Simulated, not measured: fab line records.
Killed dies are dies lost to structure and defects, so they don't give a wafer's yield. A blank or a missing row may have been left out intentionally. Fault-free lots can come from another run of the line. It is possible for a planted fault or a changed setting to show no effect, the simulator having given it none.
Matching of chambers / flow n5-finfet / N5_BEOL_M9_ETCH_61 on rie-diel-02 has 4 sister chambers
The step etches SiARC in CF4, target depth 39 nm, time 65 s. 4 wafers are shown with their chamber, then 7 later ones without.

EACH WAFER AND ITS CHAMBER
wafer=L086.1; chamber=2; showerhead-plenum-p-Torr (Torr)=2.16
wafer=L086.5; chamber=1; showerhead-plenum-p-Torr (Torr)=2.11
wafer=L087.3; chamber=3; showerhead-plenum-p-Torr (Torr)=2.12
wafer=L087.4; chamber=0; showerhead-plenum-p-Torr (Torr)=2.26

WAFERS MISSING THEIR CHAMBER
wafer=L087.6; showerhead-plenum-p-Torr (Torr)=2.11
wafer=L089.1; showerhead-plenum-p-Torr (Torr)=2.11
wafer=L089.2; showerhead-plenum-p-Torr (Torr)=2.26
wafer=L089.4; showerhead-plenum-p-Torr (Torr)=2.12
wafer=L094.1; showerhead-plenum-p-Torr (Torr)=2.12
wafer=L094.4; showerhead-plenum-p-Torr (Torr)=2.15
wafer=L094.6; showerhead-plenum-p-Torr (Torr)=2.26

EACH ONE'S CHAMBER
wafer=L087.6; from the rows above=1; in truth=1
wafer=L089.1; from the rows above=1; in truth=1
wafer=L089.2; from the rows above=0; in truth=0
wafer=L089.4; from the rows above=3; in truth=3
wafer=L094.1; from the rows above=3; in truth=3
wafer=L094.4; from the rows above=2; in truth=2
wafer=L094.6; from the rows above=0; in truth=0
Placed correctly: 7 of 7. From these rows, 0 cannot be placed. Placed wrongly: 0.
How it was worked out, from the rows above alone: a wafer's distance from a chamber is the root of the sum, over the readings, of the square of ((its reading less the chamber's mean) divided by the reading's scatter). If the next closest chamber is less than 2 further off than the closest, the wafer can't be placed; otherwise it belongs to the closest. Each chamber's mean is taken over the wafers shown for it. The scatter: with one shown wafer a chamber, the root of the mean of the squares of how far each hidden wafer lies from its nearest shown one.
